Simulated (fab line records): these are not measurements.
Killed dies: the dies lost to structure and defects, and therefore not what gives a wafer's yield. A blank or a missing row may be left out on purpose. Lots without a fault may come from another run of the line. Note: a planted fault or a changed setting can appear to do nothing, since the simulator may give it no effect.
Which tool did it? -- flow nandHarc -- Sampling: 11 lots, 33 wafers, 2 of 1159 route steps

== WHAT THE GAUGES SHOWED, per wafer ==
NHARC_A_ZERO_WELL_INSPECT_17.
lot,measured,on,rawDefectCount
L075,day 7 01:19,defectInspect-01,2 6 4
L078,day 7 08:32,defectInspect-02,20 6 11
L080,day 8 05:19,defectInspect-01,11 12 5
L081,day 8 14:43,defectInspect-02,7 14 10
L084,day 9 01:17,defectInspect-02,3 6 13
L087,day 9 19:43,defectInspect-01,3 10 7
L088,day 10 11:38,defectInspect-01,7 11 18
L090,day 10 18:13,defectInspect-02,6 13 7
L092,day 11 03:26,defectInspect-01,1 4 3
L094,day 11 07:02,defectInspect-01,12 6 6
L096,day 11 19:03,defectInspect-02,15 10 11

== WHAT TOOL EACH LOT RAN ON (gives the tool, then ch and the chambers of the sampled wafers, and finally the start) ==
lot,NHARC_P_BONDPAD_STRIP_15
L075,"rieDiel-05 ch 0,1, day 6 19:53"
L078,"rieDiel-05 ch 0,1, day 7 03:32"
L080,"rieDiel-10 ch 1,2,3, day 8 00:01"
L081,"rieDiel-05 ch 0,2,3, day 8 09:41"
L084,"rieDiel-05 ch 1,2, day 8 20:11"
L087,"rieDiel-05 ch 1,2, day 9 14:29"
L088,"rieDiel-09 ch 1,2,3, day 10 06:33"
L090,"rieDiel-05 ch 2,3, day 10 13:14"
L092,"rieDiel-05 ch 2,3, day 10 22:26"
L094,"rieDiel-09 ch 0,1,2, day 11 02:13"
L096,"rieDiel-05 ch 1,2, day 11 13:54"
- NHARC_P_BONDPAD_STRIP_15: strips in O2.

== THE ANSWER, worked out from the rows above alone ==
Rule: the usual values come from the lots themselves. Put in order of their means at a reading, lots are off if they are a third of the lots or fewer, leave a main group of 4 or more, and stand apart from it by a gap of 3 or more times the standard deviation of the main group's means; of several such gaps the widest counts. If all means in a main group match to the digits the tables above print for the reading, that group is not used. A lot without any number at a reading at which 4 lots or more have one is off too. The other lots that the step has rows for count as sound.
No lot is off at any reading shown: from this, nothing can be told.

== WHAT THE SIMULATOR HAD PUT IN ==
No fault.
